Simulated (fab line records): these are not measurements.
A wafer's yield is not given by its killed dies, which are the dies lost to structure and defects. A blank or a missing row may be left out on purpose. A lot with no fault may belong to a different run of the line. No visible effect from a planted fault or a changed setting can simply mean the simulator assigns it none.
Chamber matching + flow nandHarc + NHARC_A_STAIRCASE_DESCUM_252 on rieDiel-04 has 4 sister chambers
The step chemistry O2, time 3 s. 18 wafers are shown with their chamber, then 9 later ones without.

== WAFERS WITH THEIR CHAMBER ==
| wafer  | chamber | showerheadPlenumPTorr (Torr) | drypumpMotorCurrentA (A) | oesProductAu (a.u.) |
|--------|---------|------------------------------|--------------------------|---------------------|
| L076.3 | 0       | 2.08                         | 6.19                     | 1.006               |
| L076.4 | 3       | 1.93                         | 6.11                     | 0.993               |
| L076.5 | 3       | 1.93                         | 6.13                     | 0.997               |
| L077.2 | 3       | 1.93                         | 6.11                     | 0.986               |
| L077.3 | 0       | 2.07                         | 6.19                     | 0.988               |
| L077.5 | 2       | 1.79                         | 5.62                     | 0.995               |
| L079.1 | 0       | 2.07                         | 6.19                     | 0.999               |
| L079.3 | 2       | 1.79                         | 5.62                     | 1.009               |
| L079.4 | 3       | 1.93                         | 6.11                     | 0.990               |
| L083.2 | 1       | 1.89                         | 5.93                     | 1.003               |
| L083.4 | 3       | 1.93                         | 6.12                     | 1.001               |
| L083.6 | 1       | 1.89                         | 5.94                     | 1.007               |
| L088.1 | 3       | 1.92                         | 6.17                     | 0.993               |
| L088.4 | 2       | 1.78                         | 5.64                     | 1.017               |
| L088.5 | 3       | 1.92                         | 6.11                     | 0.985               |
| L091.2 | 3       | 1.92                         | 6.14                     | 0.992               |
| L091.3 | 0       | 2.06                         | 6.22                     | 0.989               |
| L091.6 | 0       | 2.06                         | 6.18                     | 1.006               |

SIGNATURES, as means of the wafers listed above
| reading               | chamber 0 | chamber 1 | chamber 2 | chamber 3 | scatter within a chamber |
|-----------------------|-----------|-----------|-----------|-----------|--------------------------|
| showerheadPlenumPTorr | 2.0680    | 1.8900    | 1.7867    | 1.9263    | 0.00618                  |
| drypumpMotorCurrentA  | 6.1940    | 5.9350    | 5.6267    | 6.1250    | 0.0178                   |
| oesProductAu          | 0.99760   | 1.00500   | 1.00700   | 0.99212   | 0.00738                  |
Rule: a wafer lies at a distance from a chamber equal to the root of the sum of squares, over the readings, of (its reading less the chamber's mean, divided by the reading's scatter). The wafer belongs to the nearest chamber; if the next one is less than 2 further off, it can't be placed. The scatter: the root of (the sum of the squares of (reading less its chamber's mean) over the shown wafers, divided by (wafers less chambers)).

== WAFERS WITHOUT THEIR CHAMBER ==
| wafer  | showerheadPlenumPTorr (Torr) | drypumpMotorCurrentA (A) | oesProductAu (a.u.) |
|--------|------------------------------|--------------------------|---------------------|
| L093.3 | 1.88                         | 5.95                     | 1.023               |
| L093.4 | 2.06                         | 6.13                     | 0.986               |
| L093.5 | 1.88                         | 5.95                     | 1.015               |
| L094.1 | 1.87                         | 5.94                     | 1.002               |
| L094.2 | 2.06                         | 6.20                     | 0.999               |
| L094.5 | 2.05                         | 6.15                     | 0.987               |
| L095.2 | 2.05                         | 6.19                     | 0.989               |
| L095.3 | 1.87                         | 5.93                     | 1.008               |
| L095.5 | 2.05                         | 6.18                     | 1.002               |

== EACH ONE'S CHAMBER ==
| wafer  | from the rows above | in truth |
|--------|---------------------|----------|
| L093.3 | 1                   | 1        |
| L093.4 | 0                   | 0        |
| L093.5 | 1                   | 1        |
| L094.1 | 1                   | 1        |
| L094.2 | 0                   | 0        |
| L094.5 | 0                   | 0        |
| L095.2 | 0                   | 0        |
| L095.3 | 1                   | 1        |
| L095.5 | 0                   | 0        |
9 of 9 placed correctly. Left unplaced by these rows: 0. Number placed wrongly: 0.
